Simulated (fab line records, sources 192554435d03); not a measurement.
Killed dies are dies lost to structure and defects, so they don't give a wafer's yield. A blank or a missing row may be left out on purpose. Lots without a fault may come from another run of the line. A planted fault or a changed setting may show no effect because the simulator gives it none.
fab line records | flow n5_finfet
record lots=8 wafers=24 last_day=17
route steps=1938 shown BEOL_M4@1034 PASSIVATION@1936
lots that met no fault: from a run of the same line without faults
start_h: hours from the record's first day to the start of the lot's first wafer shown | wait_h: hours since the lot's step before | " the same as in the row above | L1.1+2: a row that stands for several wafers | - no value, or no start given | * or withheld: withheld | < > ~ a bound
route shown NAME@n: a module of which the file shows steps, and the number in the route of the first | usual: mean/standard deviation of fault-free wafers | same: alike in all rows | chamber/n: place in a boat | sites: the reading at each site | _std_site: their standard deviation | _edge_site: outer sites' mean less inner sites' | radius_mm: how far each site lies from the wafer's centre | mask NAME#n: copy n | behind: the tool/chamber that last shaped the wafer | hold: why the lot was held/for how many hours/how that ended | device: the transistor (n, p or np) that didn't switch | end of line: the same wafers' tests at the end of the route | a step without rows: its recipe alone | killed: dies lost to structure and defects at the first sort, not the wafer's yield | map: a wafer's dies, x killed, . not, _ none there
set.NAME: the setting as run; set.NAME@STEP: as run at that earlier step | model.NAME: the simulator's own value behind a step, which no gauge read
steps of the route over a sample of lots; a table a step, a row a wafer
services: from which hour (start_h, from the record's first day; less than 0 if before it) a tool's chamber was out of use, for how many hours, and why
## steps
# step N5_BEOL_M4_CD_MEAS_11
# recipe target_cd_nm=16.79 landing_energy_ev=500 detector=se_inlens polarity=opening
# usual cd_nm=16.83/0.23
# columns lot.wafer tool chamber start_h wait_h cd_nm
L763.1 cd_sem-02 0 146.99 - 16.76
L763.3 " 0 " " 16.77
L763.5 " 0 " " 17.16
L781.1 cd_sem-01 0 273.64 - 16.93
L781.4 " 0 " " 17.20
L781.5 " 0 " " 16.92
L780.1 cd_sem-02 0 274.88 - 17.00
L780.2 " 0 " " 16.86
L780.5 " 0 " " 16.59
L782.1 cd_sem-03 0 275.11 - 16.87
L782.2 " 0 " " 16.76
L782.5 " 0 " " 16.71
L783.2 cd_sem-02 0 278.00 - 16.91
L783.3 " 0 " " 16.84
L783.5 " 0 " " 16.62
L784.2 cd_sem-02 0 289.68 - 16.77
L784.4 " 0 " " 16.67
L784.6 " 0 " " 16.53
L785.1 cd_sem-03 0 290.64 - 17.08
L785.2 " 0 " " 16.91
L785.6 " 0 " " 16.70
L786.1 cd_sem-03 0 295.16 - 16.59
L786.2 " 0 " " 16.54
L786.4 " 0 " " 16.81
# step N5_BEOL_M4_ETCH_70
# recipe chemistry=N2/H2 target=SOC target_depth_a=800 overetch_a=240 mask_material=SiARC temp_c=40 time_s=130 ion_energy_ev=200 pressure_mtorr=30 source_w=840 bias_w=150 n2_flow_sccm=200 h2_flow_sccm=200
# usual bias_w=150.0/0.41 chamber_pressure_mTorr=30.00/0.033 drypump_motor_current_A=6.0/0.4 oes_product_au=0.58/0.066 rf_vpp_V=524.2/2 showerhead_plenum_p_Torr=2.56/0.067 throttle_valve_pct=17.90/0.21
# columns lot.wafer tool chamber start_h wait_h bias_w chamber_pressure_mTorr drypump_motor_current_A oes_product_au rf_hours_counter_h rf_vpp_V showerhead_plenum_p_Torr throttle_valve_pct
L763.1 rie_diel-01 3 153.40 0.0 149.8 30.04 6.1 0.63 45 526.2 2.58 17.86
L763.3 " 1 " " 149.5 29.99 6.6 0.53 190 522.2 2.53 18.13
L763.5 " 0 " " 150.2 30.01 6.5 0.66 - 528.0 2.70 17.83
L781.1 rie_diel-01 3 276.57 0.0 - - - - - - - -
L781.4 " 1 " " - - - - - - - -
L781.5 " 2 " " - - - - - - - -
L780.1 rie_diel-01 2 276.97 0.0 - - - - - - - -
L780.2 " 3 " " - - - - - - - -
L780.5 " 0 " " - - - - - - - -
L782.1 rie_diel-04 1 281.41 0.0 - - - - - - - -
L782.2 " 3 " " - - - - - - - -
L782.5 " 1 " " - - - - - - - -
L783.2 rie_diel-01 0 281.42 0.0 149.7 30.05 6.5 0.61 68 527.4 2.68 17.93
L783.3 " 1 " " 149.7 29.99 6.7 0.51 229 522.0 2.51 18.21
L783.5 " 1 " " 149.4 30.03 6.6 0.52 - 521.5 2.51 18.22
L784.2 rie_diel-01 1 293.51 0.0 150.2 29.98 6.6 0.51 233 523.1 2.51 18.20
L784.4 " 3 " " 151.0 30.00 6.1 0.58 96 525.1 2.56 17.96
L784.6 " 0 " " 149.6 30.01 6.5 0.61 - 526.1 2.68 17.93
L785.1 rie_diel-03 1 298.23 0.0 150.0 30.02 6.0 0.65 25 523.8 2.49 17.85
L785.2 " 2 " " 150.5 30.02 5.8 0.50 228 522.7 2.52 18.08
L785.6 " 3 " " 149.9 29.96 6.1 0.67 - 522.0 2.49 17.53
L786.1 rie_diel-03 0 301.60 0.0 149.1 29.95 5.5 0.69 16 526.4 2.61 17.45
L786.2 " 3 " " 149.6 29.99 6.1 0.67 25 523.3 2.49 17.55
L786.4 " 2 " " 150.8 29.99 5.8 0.51 229 522.1 2.52 18.06
# step N5_BEOL_M4_VIA_ETCH_34
# recipe chemistry=C4F6/O2 target_depth_a=694 mask_material=SOC pressure_mtorr=15 ion_energy_ev=250 taper_deg=4 time_s=65.9 source_w=350 bias_w=170 Ar_flow_sccm=300 C4F6_flow_sccm=10 O2_flow_sccm=10
# usual C4F6_flow_sccm=10.00/0.033 O2_flow_sccm=10.00/0.033 drypump_motor_current_A=6.0/0.4 oes_product_au=0.79/0.095 rf_vpp_V=666/7.7 showerhead_plenum_p_Torr=2.86/0.073 throttle_valve_pct=30.82/0.2
# columns lot.wafer tool chamber start_h wait_h C4F6_flow_sccm O2_flow_sccm drypump_motor_current_A oes_product_au rf_hours_counter_h rf_vpp_V showerhead_plenum_p_Torr throttle_valve_pct
L763.1 rie_diel-01 3 153.51 0.0 9.99 10.07 6.1 0.86 45 662 2.89 30.92
L763.3 " 1 " " 10.02 9.94 6.7 0.73 190 664 2.82 31.04
L763.5 " 0 " " 10.02 10.02 6.4 0.90 - 681 3.02 30.93
L781.1 rie_diel-01 3 276.67 0.0 10.01 9.97 6.1 0.30 89 663 2.87 30.85
L781.4 " 1 " " 9.96 9.98 6.6 0.26 228 664 2.81 30.97
L781.5 " 2 " " 10.03 10.04 5.8 0.27 - 670 2.84 30.60
L780.1 rie_diel-01 2 277.07 0.0 10.00 9.96 5.9 0.27 182 669 2.84 30.62
L780.2 " 3 " " 9.92 9.91 6.1 0.30 90 663 2.87 30.85
L780.5 " 0 " " 9.96 10.00 6.5 0.31 - 680 3.00 30.86
L782.1 rie_diel-04 1 281.51 0.0 10.04 10.02 5.7 0.28 179 667 2.93 30.82
L782.2 " 3 " " 9.99 10.00 6.1 0.33 37 652 2.78 30.46
L782.5 " 1 " " 9.99 10.00 5.7 0.28 - 666 2.93 30.82
L783.2 rie_diel-01 0 281.53 0.0 9.98 9.95 6.5 0.83 69 681 2.99 30.96
L783.3 " 1 " " 9.98 9.96 6.6 0.71 229 664 2.81 31.07
L783.5 " 1 " " 10.02 9.96 6.6 0.71 - 665 2.81 31.07
L784.2 rie_diel-01 1 293.61 0.0 10.01 9.99 6.6 0.70 233 664 2.80 31.07
L784.4 " 3 " " 10.00 10.01 6.1 0.80 96 662 2.86 30.97
L784.6 " 0 " " 10.00 9.96 6.5 0.82 - 678 2.99 30.97
L785.1 rie_diel-03 1 298.34 0.0 9.99 9.98 6.0 0.89 25 669 2.78 30.81
L785.2 " 2 " " 9.95 10.01 5.8 0.67 228 663 2.80 30.82
L785.6 " 3 " " 10.07 9.98 6.1 0.93 - 672 2.77 30.44
L786.1 rie_diel-03 0 301.71 0.0 9.95 10.00 5.5 0.95 16 659 2.90 30.41
L786.2 " 3 " " 10.01 9.95 6.1 0.93 25 674 2.77 30.45
L786.4 " 2 " " 9.96 10.01 5.8 0.68 229 663 2.79 30.81
# step N5_BEOL_M4_ETCH_41
# recipe chemistry=CH3F/O2 target=SiCN target_depth_a=299 taper_deg=2 time_s=52.5 ion_energy_ev=120 mask_material=TiN pressure_mtorr=30 source_w=395 bias_w=75 Ar_flow_sccm=150 CH3F_flow_sccm=30 O2_flow_sccm=20
# usual CH3F_flow_sccm=29.97/0.091 O2_flow_sccm=20.00/0.06 drypump_motor_current_A=6.0/0.4 oes_product_au=0.79/0.095 rf_vpp_V=297.6/1.4 showerhead_plenum_p_Torr=2.01/0.053 throttle_valve_pct=16.36/0.22
# columns lot.wafer tool chamber start_h wait_h CH3F_flow_sccm O2_flow_sccm drypump_motor_current_A oes_product_au rf_hours_counter_h rf_vpp_V showerhead_plenum_p_Torr throttle_valve_pct
L763.1 rie_diel-01 3 - - 29.97 20.01 6.1 0.86 45 300.1 2.04 16.37
L763.3 " 1 " " 29.96 19.89 6.6 0.72 190 298.5 1.99 16.56
L763.5 " 0 " " 30.09 20.01 6.5 0.90 - 299.8 2.13 16.33
L781.1 rie_diel-01 3 - - 29.88 19.91 6.1 0.80 90 297.6 2.02 16.42
L781.4 " 1 " " 30.02 19.98 6.7 0.70 228 296.2 1.97 16.63
L781.5 " 2 " " 30.08 20.07 5.9 0.73 - 298.1 2.00 16.28
L780.1 rie_diel-01 2 - - 29.86 19.91 5.9 0.72 182 295.3 2.00 16.28
L780.2 " 3 " " 29.95 20.04 6.1 0.81 90 297.5 2.02 16.44
L780.5 " 0 " " 30.01 19.93 6.5 0.84 - 298.6 2.11 16.43
L782.1 rie_diel-04 1 - - 29.95 20.00 5.7 0.73 179 297.2 2.07 16.59
L782.2 " 3 " " 29.79 20.12 6.0 0.87 37 297.0 1.96 16.06
L782.5 " 1 " " 29.90 19.99 5.7 0.73 - 298.8 2.07 16.60
L783.2 rie_diel-01 0 - - 29.84 19.90 6.4 0.82 69 299.4 2.11 16.41
L783.3 " 1 " " 29.93 19.99 6.6 0.70 229 296.2 1.97 16.65
L783.5 " 1 " " 29.97 19.90 6.6 0.70 - 296.3 1.97 16.64
L784.2 rie_diel-01 1 - - 30.05 19.94 6.6 0.70 233 297.9 1.97 16.66
L784.4 " 3 " " 29.92 20.08 6.1 0.79 96 299.0 2.02 16.45
L784.6 " 0 " " 30.00 19.94 6.5 0.83 - 298.9 2.11 16.44
L785.1 rie_diel-03 1 - - 30.10 20.00 6.0 0.89 25 295.1 1.96 16.25
L785.2 " 2 " " 30.06 20.00 5.8 0.66 228 295.9 1.97 16.57
L785.6 " 3 " " 30.04 20.06 6.1 0.92 - 296.9 1.95 16.02
L786.1 rie_diel-03 0 - - 30.14 19.89 5.5 0.96 16 297.0 2.04 15.92
L786.2 " 3 " " 29.97 19.89 6.1 0.92 25 297.0 1.95 16.02
L786.4 " 2 " " 29.85 20.04 5.8 0.67 229 296.4 1.97 16.56
# step N5_BEOL_M4_CD_MEAS_35
# recipe target_cd_nm=18 target_cd_y_nm=22.4 polarity=opening
# usual cd_nm=17.93/0.29
# columns lot.wafer tool chamber start_h wait_h cd_nm
L763.1 cd_sem-01 - 153.91 0.0 17.81
L763.3 " - " " 17.84
L763.5 " - " " 17.83
L781.1 cd_sem-03 - 277.08 0.0 18.38
L781.4 " - " " 18.01
L781.5 " - " " 17.60
L780.1 cd_sem-02 - 277.48 0.0 17.83
L780.2 " - " " 17.84
L780.5 " - " " 17.85
L782.1 cd_sem-02 - 281.92 0.0 17.86
L782.2 " - " " 18.23
L782.5 " - " " 18.28
L783.2 cd_sem-01 - 281.95 0.0 17.89
L783.3 " - " " 17.73
L783.5 " - " " 17.85
L784.2 cd_sem-02 - 294.02 0.0 17.63
L784.4 " - " " 17.85
L784.6 " - " " 18.01
L785.1 cd_sem-03 - 298.84 0.0 18.02
L785.2 " - " " 17.84
L785.6 " - " " 17.97
L786.1 cd_sem-01 - 302.12 0.0 17.79
L786.2 " - " " 18.25
L786.4 " - " " 18.10
# step N5_BEOL_M4_RC_MEAS_101
# usual DIBL_N=36.3/1.2 DIBL_P=36.7/1.5 IOFF_N=0.164/0.02 IOFF_P=0.214/0.024 ION_N=673/8.5 ION_P=461/5.9 SS_N=71.6/0.44 SS_P=73.3/0.55 VT_N=249.4/2.4 VT_P=-250.0/2.3
# columns lot.wafer tool chamber start_h wait_h DIBL_N[mV/V] DIBL_P[mV/V] IOFF_N[nA/um] IOFF_P[nA/um] ION_N[uA/um] ION_P[uA/um] SS_N[mV/dec] SS_P[mV/dec] VT_N[mV] VT_P[mV]
L763.1 prober-01 0 158.09 0.0 36.3 35.8 0.162 0.194 674 458 71.9 73.4 249.4 -251.8
L763.3 " 0 " " 35.6 34.9 0.149 0.182 654 449 71.7 73.3 250.6 -255.3
L763.5 " 0 " " 36.4 35.2 0.160 0.188 655 453 71.4 74.0 249.2 -251.0
L783.2 prober-02 0 286.32 0.2 38.6 37.3 0.201 0.240 679 465 71.2 73.5 245.6 -246.5
L783.3 " 0 " " 36.9 36.2 0.162 0.213 664 454 70.9 73.0 249.2 -248.0
L783.5 " 0 " " 39.0 37.4 0.196 0.229 666 460 71.8 73.7 246.6 -249.1
L784.2 prober-01 0 300.19 0.2 36.0 36.4 0.163 0.219 675 461 71.3 73.2 246.9 -248.3
L784.4 " 0 " " 37.5 38.9 0.194 0.256 671 460 71.9 73.7 245.0 -248.7
L784.6 " 0 " " 36.9 38.2 0.180 0.244 674 465 71.4 73.9 247.3 -248.9
L785.1 prober-02 0 302.79 0.0 38.4 38.8 0.186 0.236 677 466 71.4 73.5 249.3 -249.4
L785.2 " 0 " " 39.1 39.1 0.205 0.240 685 467 72.2 73.5 246.7 -248.1
L785.6 " 0 " " 37.7 37.5 0.175 0.207 684 463 71.6 72.5 248.6 -252.9
L786.1 prober-02 0 307.18 0.0 36.3 38.1 0.159 0.214 680 465 71.2 73.8 251.0 -251.5
L786.2 " 0 " " 36.1 38.3 0.160 0.214 672 465 71.2 73.3 251.5 -250.7
L786.4 " 0 " " 38.6 40.1 0.200 0.258 682 469 72.3 74.7 247.2 -249.7
# step N5_PASSIVATION_PROBE_49
# usual defect_limited_yield=91.2/1.5 killed_at_M0_to_M3=35/11 killed_at_M4_up=13/5.6 killed_at_contacts=13/6.3 killed_at_front_end=38/12 killed_at_other=3.7/2.9 killed_dies=104/18 killed_on_rim=14/3.8 killed_open=69/13 killed_short=34/8.3 sort_bin_5_function=5.2/0.95 sort_bin_6_memory=3.3/0.68 sort_n_pass=1076/18 sort_yield_pct=91.2/1.5
# same gross_dies=1180 killed_at_back_side=0 sort_bin_4_leakage[%]=0 sort_bin_8_speed[%]=0
# columns lot.wafer tool chamber start_h wait_h defect_limited_yield[%] killed_at_M0_to_M3 killed_at_M4_up killed_at_contacts killed_at_front_end killed_at_other killed_dies killed_on_rim killed_open killed_short sort_bin_5_function[%] sort_bin_6_memory[%] sort_n_pass sort_yield_pct[%]
L780.1 prober-02 - 383.69 0.0 0 31 1112 18 19 0 1180 152 54 27 97.3 2.6 0 0
L780.2 prober-02 - 383.74 0.1 0 33 1089 21 35 2 1180 152 62 37 96.0 3.3 0 0
L780.5 prober-02 - 383.89 0.2 0 23 1110 18 27 2 1180 152 59 26 97.0 2.9 0 0
L782.1 prober-01 - 393.56 0.0 0 52 1078 7 38 5 1180 152 70 43 96.1 3.6 0 0
L782.2 prober-01 - 393.61 0.1 0 56 1083 8 31 2 1180 152 79 30 96.2 3.5 0 0
L782.5 prober-01 - 393.76 0.2 0 61 1069 9 35 6 1180 152 90 37 95.1 4.7 0 0
L781.1 prober-02 - 394.17 0.0 0 35 1096 18 23 8 1180 152 66 35 96.4 3.4 0 0
L781.4 prober-02 - 394.32 0.2 0 42 1090 24 21 3 1180 152 76 36 96.2 3.4 0 0
L781.5 prober-02 - 394.37 0.2 0 54 1068 25 32 1 1180 152 95 40 95.6 4.2 0 0
# killed by level:class
L780.1 BEOL_M4:area_etch=1099 MOL_CONTACT_COAG:geometric_particle:open=13 BEOL_M0_SAQP:geometric_particle:short=8 BEOL_M2:geometric_particle:open=8 FIN_SAQP:geometric_particle:open=6 MOL_CONTACT_COAG:geometric_particle:short=5 BEOL_M0_SAQP:geometric_particle:open=4 BEOL_M5:geometric_particle:open=4
L780.2 BEOL_M4:area_etch=1081 MOL_CONTACT_COAG:geometric_particle:open=19 BEOL_M3:geometric_particle:open=10 GATE_CUT:geometric_particle:short=7 FIN_SAQP:geometric_particle:short=6 BEOL_M1:geometric_particle:open=6 BEOL_M0_SAQP:geometric_particle:short=5 BEOL_M0_SAQP:geometric_particle:open=5
L780.5 BEOL_M4:area_etch=1094 MOL_CONTACT_COAG:geometric_particle:open=13 BEOL_M3:geometric_particle:open=8 STI_FIN_REVEAL:geometric_particle:open=5 BEOL_M2:geometric_particle:open=5 MOL_CONTACT_COAG:geometric_particle:short=5 BEOL_M5:geometric_particle:open=5 FIN_SAQP:geometric_particle:short=4
L782.1 BEOL_M4:area_etch=1067 BEOL_M0_SAQP:geometric_particle:short=15 STI_FIN_REVEAL:geometric_particle:open=10 BEOL_M3:geometric_particle:open=10 BEOL_M2:geometric_particle:open=8 MOL_CONTACT_COAG:geometric_particle:open=7 BEOL_M1:geometric_particle:open=7 BEOL_M0_SAQP:geometric_particle:open=6
L782.2 BEOL_M4:area_etch=1070 BEOL_M3:geometric_particle:open=13 BEOL_M2:geometric_particle:open=12 MOL_CONTACT_COAG:geometric_particle:open=8 BEOL_M0_SAQP:geometric_particle:open=7 BEOL_M0_SAQP:geometric_particle:short=7 BEOL_M1:geometric_particle:open=6 FIN_SAQP:geometric_particle:open=5
L782.5 BEOL_M4:area_etch=1053 BEOL_M3:geometric_particle:open=12 BEOL_M1:geometric_particle:open=11 STI_FIN_REVEAL:geometric_particle:open=10 BEOL_M0_SAQP:geometric_particle:open=10 BEOL_M2:geometric_particle:open=10 MOL_CONTACT_COAG:geometric_particle:open=9 BEOL_M0_SAQP:geometric_particle:short=9
L781.1 BEOL_M4:area_etch=1078 MOL_CONTACT_COAG:geometric_particle:open=14 BEOL_M4:geometric_particle:open=11 BEOL_M0_SAQP:geometric_particle:open=10 BEOL_M0_SAQP:geometric_particle:short=10 BEOL_M2:geometric_particle:open=6 STI_FIN_REVEAL:geometric_particle:open=4 MOL_CONTACT_COAG:geometric_particle:short=4
L781.4 BEOL_M4:area_etch=1068 MOL_CONTACT_COAG:geometric_particle:open=17 BEOL_M0_SAQP:geometric_particle:open=10 BEOL_M4:geometric_particle:open=10 STI_FIN_REVEAL:geometric_particle:open=9 BEOL_M0_SAQP:geometric_particle:short=9 MOL_CONTACT_COAG:geometric_particle:short=7 BEOL_M2:geometric_particle:open=7
L781.5 BEOL_M4:area_etch=1044 MOL_CONTACT_COAG:geometric_particle:open=22 BEOL_M0_SAQP:geometric_particle:short=17 BEOL_M4:geometric_particle:open=16 BEOL_M0_SAQP:geometric_particle:open=13 STI_FIN_REVEAL:geometric_particle:open=11 BEOL_M3:geometric_particle:open=9 BEOL_M1:geometric_particle:open=6
## services
# columns tool chamber start_h hours kind
rie_diel-03 0 155.80 6.7 repair
rie_diel-04 3 168.49 - clean
rie_diel-04 3 168.49 - consumable_replace:focus_ring
rie_diel-04 3 168.49 13.4 scheduled_down
rie_diel-04 3 168.49 13.4 vent_cycle
rie_diel-03 1 180.59 - clean
rie_diel-03 1 180.59 - consumable_replace:focus_ring
rie_diel-03 1 180.59 22.5 scheduled_down
rie_diel-03 1 180.59 22.5 vent_cycle
rie_diel-03 3 213.59 - clean
rie_diel-03 3 213.59 - consumable_replace:focus_ring
rie_diel-03 3 213.59 18.4 scheduled_down
rie_diel-03 3 213.59 18.4 vent_cycle
rie_diel-01 1 228.63 16.2 repair
rie_diel-03 - 239.55 1.0 repair
rie_diel-03 0 242.02 - clean
rie_diel-03 0 242.02 - consumable_replace:focus_ring
rie_diel-03 0 242.02 17.0 scheduled_down
rie_diel-03 0 242.02 17.0 vent_cycle
rie_diel-04 0 244.31 - clean
rie_diel-04 0 244.31 - consumable_replace:focus_ring
rie_diel-04 0 244.31 18.2 scheduled_down
rie_diel-04 0 244.31 18.2 vent_cycle
rie_diel-03 1 261.09 19.7 repair
## key
first_sign step=N5_BEOL_M4_ETCH_70 reading=tool_record direction=missing
effect step=N5_BEOL_M4_VIA_ETCH_34 reading=oes_product_au direction=down sigmas=5.3 usual=0.79 struck=0.29
effect step=N5_PASSIVATION_PROBE_49 reading=killed_at_M4_up direction=up sigmas=99+ usual=13 struck=1088
more_kills_born_at N5_BEOL_M4_ETCH_70@rie_diel-01=6464 N5_BEOL_M4_ETCH_70@rie_diel-04=3190
met_at N5_BEOL_M4_ETCH_70
struck_lots L780,L781,L782
later_rows_left_out L780.1,L780.2,L780.5,L781.1,L781.4,L781.5,L782.1,L782.2,L782.5
not_acting_at N5_BEOL_M4_CD_MEAS_11,N5_BEOL_M4_ETCH_41,N5_BEOL_M4_CD_MEAS_35
onset_between 153.40 276.57
fault kind=skipped_step_whole tool=rie_diel-01,rie_diel-04 chamber=- onset_h=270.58 steps=N5_BEOL_M4_ETCH_70 scope=struck_lots_only
# later_rows_left_out: the simulator's readings of these wafers behind a module that went badly wrong aren't trusted and aren't shown, but for the sort
